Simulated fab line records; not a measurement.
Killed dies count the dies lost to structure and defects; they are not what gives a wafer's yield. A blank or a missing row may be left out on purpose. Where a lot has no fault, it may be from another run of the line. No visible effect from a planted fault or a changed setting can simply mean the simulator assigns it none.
8D (eight disciplines) problem report, filled in by code | flow n5-finfet | the parts of the form that need people (team, actions taken, sign-off) are left out

1. PROBLEM STATEMENT
Wafers without a fault read 33, standard deviation 11; killed_at_M0_to_M3 at N5_PASSIVATION_PROBE_49 reads a mean of 164 on 6 wafers belonging to 2 lots. That is +12 standard deviations from the usual mean.
First observed at day 15 23:11: wafer L934.2, on prober-02. The record has a number at this step for 6 wafers belonging to 2 lots. Rule for "out", or "out of limits": more than 4 standard deviations from the usual mean. The other wafers with a number count as sound.

2. WHAT IT IS; WHAT IT IS NOT
question                    | is                     | is not
which readings at this step | killed_at_M0_to_M3     | killed_at_M4_up, killed-at-contacts, killed-at-front-end, killed-at-other, killed-open, killed-short, sort_bin_8_speed
which lots                  | L934, L935             | -
which wafers of those lots  | all that have a number | -
read on which tools         | prober-01, prober-02   | -
when                        | from day 15 23:11      | up to then (0 sound wafers)

3. WHAT RULES OUT EACH SUSPECT
Counting: a tool at a process step up to the reading stays a suspect if it ran every lot that is out and no sound lot after the first of them.
- rie-diel-02 at N5_BEOL_M2_ETCH_70 (etches SOC in N2/H2, target depth 80 nm, overetch 24 nm, time 130 s): kept. It ran every lot that is out, first L934 (day 9 05:10), and no sound lot after that.
- pvd-sputter-03 at N5_BEOL_M15_SPUTTER_44 (material Ta, target thk 15 nm, time 24.19 s): kept. It ran every lot that is out, first L934 (day 15 07:08), and no sound lot after that.
- pecvd-03 at N5_PASSIVATION_PECVD_55 (deposits SiO2 from SiH4/N2O, target thk 400 nm, time 22.5 s): kept. It ran every lot that is out, first L934 (day 15 14:56), and no sound lot after that.
After the count, these remain: rie-diel-02 at N5_BEOL_M2_ETCH_70, pvd-sputter-03 at N5_BEOL_M15_SPUTTER_44 and pecvd-03 at N5_PASSIVATION_PECVD_55.

4. THE CAUSE (what the simulator had put in)
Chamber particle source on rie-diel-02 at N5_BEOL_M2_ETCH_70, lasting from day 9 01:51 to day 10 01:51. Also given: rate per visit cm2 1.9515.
This tool is one of the 3 suspects left after counting.

5. THE CHAIN OF EFFECTS, in route order
Each row: a reading where the mean over the struck wafers with a number is more than 3 standard deviations away from the usual. Scope: only readings with a usual standard deviation given in the record; hours: median across lots of the time from each lot's start at the first step in this table that gives one to its start at this step; sigmas: change in usual standard deviations.
hours | step                    | reading              | usual  | on struck wafers | change | sigmas
0     | N5_PASSIVATION_PROBE_49 | defect-limited-yield | 91.4 % | 80.6             | -10.8  | -7.2
0     | N5_PASSIVATION_PROBE_49 | killed_at_M0_to_M3   | 33     | 164              | +131   | +12
0     | N5_PASSIVATION_PROBE_49 | killed-dies          | 102    | 230              | +128   | +7.5
0     | N5_PASSIVATION_PROBE_49 | sort_bin_5_function  | 5.1 %  | 11.2             | +6.2   | +6.5
0     | N5_PASSIVATION_PROBE_49 | sort-n-pass          | 1078   | 950              | -128   | -7.1
0     | N5_PASSIVATION_PROBE_49 | sort-yield-pct       | 91.3 % | 80.6             | -10.7  | -7.2
Here are the process steps it includes:
- N5_PASSIVATION_PROBE_49

6. WHAT WOULD HAVE CAUGHT IT SOONER
165 hours passed between the start of the fault at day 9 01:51 and the first reading out of limits in this record, taken at day 15 23:11.
No tool reading at N5_BEOL_M2_ETCH_70 that has a usual standard deviation in the record was out on any struck wafer, so an alarm limit of 4 standard deviations on those readings would not have fired.
By day 15 23:11 the whole set of lots that are out, 2 in number, had already begun N5_BEOL_M2_ETCH_70 on rie-diel-02. Tool hold at that time: it would have spared none of them.
